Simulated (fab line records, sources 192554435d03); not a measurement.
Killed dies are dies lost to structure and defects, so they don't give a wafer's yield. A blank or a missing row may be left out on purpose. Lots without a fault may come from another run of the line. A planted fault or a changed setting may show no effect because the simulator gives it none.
A struck lot beside a sound one | flow n5_finfet | 34 steps out of a route of 1938
Sound: wafers L416.2, L416.3, L416.6. Struck: wafers L428.2, L428.4, L428.6. The cause comes at the end.
At each step with rows: each side's tool, then ch and its chambers, then its first start. Under that, the readings that differ: sound wafers | struck wafers | difference of the means | sigmas: that difference in standard deviations of wafers without a fault.
alike: readings whose means differ by less than 2 such deviations, and words and numbers that are the same on both sides. not compared: withheld readings, readings that some wafer has no value for, bounds like >300 that may hide the same value, and numbers for which the record gives no deviation and whose values overlap.
The two part at a step that has a row with sigmas, a row that says differs or no value, or rows on one side only. Numbers that don't overlap but have no deviation are shown without sigmas and don't part them. A reading that every wafer of one side lacks parts them only if that side has two wafers or more.

first, 11 steps without rows for these wafers: N5_DUMMY_GATE_PRECLEAN_46 (cleans in DIW, time 89.5 s); N5_DUMMY_GATE_SRD_47 (dry time 32 s); N5_DUMMY_GATE_CMP_04 (polishes a-Si); N5_DUMMY_GATE_HM_DEP_06 (deposits SiNx from DCS/NH3, target thk 80 nm, time 5141 s); N5_DUMMY_GATE_PECVD_30 (deposits SiO2 from TEOS/O2, target thk 55 nm, time 10.8 s); N5_DUMMY_GATE_COAT_34 (time 60 s, resist thk 60 nm); N5_DUMMY_GATE_COAT_35 (time 60 s, resist thk 10 nm); N5_DUMMY_GATE_COAT_28 (time 60 s, resist thk 10 nm); N5_DUMMY_GATE_COAT_09 (resist thk 30 nm); N5_DUMMY_GATE_EBR_11; N5_DUMMY_GATE_SOFTBAKE_10 (time 60 s).
N5_DUMMY_GATE_EXPOSE_12: exposes mask GATE, target cd 25 nm.
  sound on euv_scanner-01 ch 0, day 3 05:35; struck on euv_scanner-01 ch 0, day 5 23:49
  reading              | sound             | struck            | difference | sigmas
  exposure_dose_mJ_cm2 | 33.85 33.85 33.89 | 36.21 36.23 36.20 | +2.35      | +62
  alike: mask
then, 2 steps without rows for these wafers: N5_DUMMY_GATE_PEB_13 (peb time 60 s); N5_DUMMY_GATE_DEVELOP_14 (develop time 30 s).
N5_DUMMY_GATE_CD_MEAS_15: target cd 25.8 nm.
  sound on cd_sem-03 ch 0, day 3 05:42; struck on cd_sem-01 ch 0, day 5 23:56
  reading    | sound             | struck            | difference | sigmas
  cd_nm (nm) | 24.92 25.19 24.97 | 23.61 23.34 23.95 | -1.39      | -6
then, 6 steps without rows for these wafers: N5_DUMMY_GATE_DESCUM_20 (chemistry O2, time 6.2 s); N5_DUMMY_GATE_ETCH_29 (etches underlayer in N2/H2, target depth 13 nm); N5_DUMMY_GATE_ETCH_36 (etches SiARC in CF4, target depth 13 nm); N5_DUMMY_GATE_ETCH_37 (etches SOC in N2/H2, target depth 60 nm, overetch 30 nm); N5_DUMMY_GATE_STRIP_38 (strips in N2/H2); N5_DUMMY_GATE_STRIP_39 (strips in N2/H2).
N5_DUMMY_GATE_TRIM_49: chemistry O2, time 29 s, target cd 14 nm.
  sound on rie_si-01 ch 0,1,2, day 3 06:04; struck on rie_si-01 ch 1,2,3, day 6 00:31
  reading                     | sound    | struck         | difference | sigmas
  model.DUMMY_GATE.cd_nm (nm) | 14 14 14 | 12.4 12.4 13.2 | -1.3       |
  alike: drypump_motor_current_A, oes_product_au, throttle_valve_pct
  not compared: rf_hours_counter_h
then, 1 step without rows for these wafers: N5_DUMMY_GATE_STRIP_40 (strips in CF4).
N5_DUMMY_GATE_CD_MEAS_50: target cd 14 nm.
  sound on cd_sem-02, day 3 06:13; struck on cd_sem-03, day 6 00:40
  reading    | sound          | struck         | difference | sigmas
  cd_nm (nm) | 13.7 14.0 13.9 | 12.4 12.2 13.2 | -1.3       | -3
then, 6 steps without rows for these wafers: N5_DUMMY_GATE_ETCH_31 (etches SiO2 in C4F6/O2, target depth 82.5 nm, time 27.5 s); N5_DUMMY_GATE_STRIP_41 (strips in O2); N5_DUMMY_GATE_HM_OPEN_21 (chemistry CH3F/O2, target SiNx, target depth 120 nm, time 171.4 s); N5_DUMMY_GATE_ETCH_32 (etches SiO2 in CF4, target depth 3.5 nm, time 3.9 s); N5_DUMMY_GATE_ETCH_23 (etches poly-Si in HBr/Cl2/O2, target depth 41 nm, time 22.3 s); N5_DUMMY_GATE_ETCH_44 (etches poly-Si in HBr/O2, stops on SiO2, target depth 127.5 nm).
N5_DUMMY_GATE_CD_MEAS_24: target cd 15 nm.
  sound on cd_sem-02, day 3 06:43; struck on cd_sem-02, day 6 01:20
  reading    | sound          | struck         | difference | sigmas
  cd_nm (nm) | 15.1 14.9 15.5 | 13.4 13.0 13.9 | -1.7       | -4
N5_DUMMY_GATE_ETCH_42: etches SiO2 in CHF3/O2, target depth 3.5 nm, time 31 s.
  sound on rie_diel-01 ch 0,2,3, day 3 06:45; struck on rie_diel-03 ch 0,1,2, day 6 01:33
  reading                     | sound      | struck       | difference | sigmas
  model.DUMMY_GATE.cd_nm (nm) | 15 15.2 15 | 13.6 13.4 14 | -1.4       |
  alike: CHF3_flow_sccm, drypump_motor_current_A, oes_product_au, rf_vpp_V, showerhead_plenum_p_Torr, throttle_valve_pct
  not compared: rf_hours_counter_h
then, 1 step without rows for these wafers: N5_DUMMY_GATE_STRIP_48 (strips in N2/H2, time 20 s).
-- the record jumps here: 9 days lie between the struck wafers' starts before and after (it left off in module DUMMY_GATE and takes up again in module PASSIVATION, whose first step shown is number 1936 of the route) --
N5_PASSIVATION_PROBE_49:
  the record has rows for the struck wafers here (prober-02, day 15 00:53) and none for the sound ones

WHERE THEY PART
First at N5_DUMMY_GATE_EXPOSE_12; last, within this record, at N5_PASSIVATION_PROBE_49.

WHY: what the simulator had put in
Process parameter drift: euv_scanner-01, from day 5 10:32 on, at N5_DUMMY_GATE_EXPOSE_12. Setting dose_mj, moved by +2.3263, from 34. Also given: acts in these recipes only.
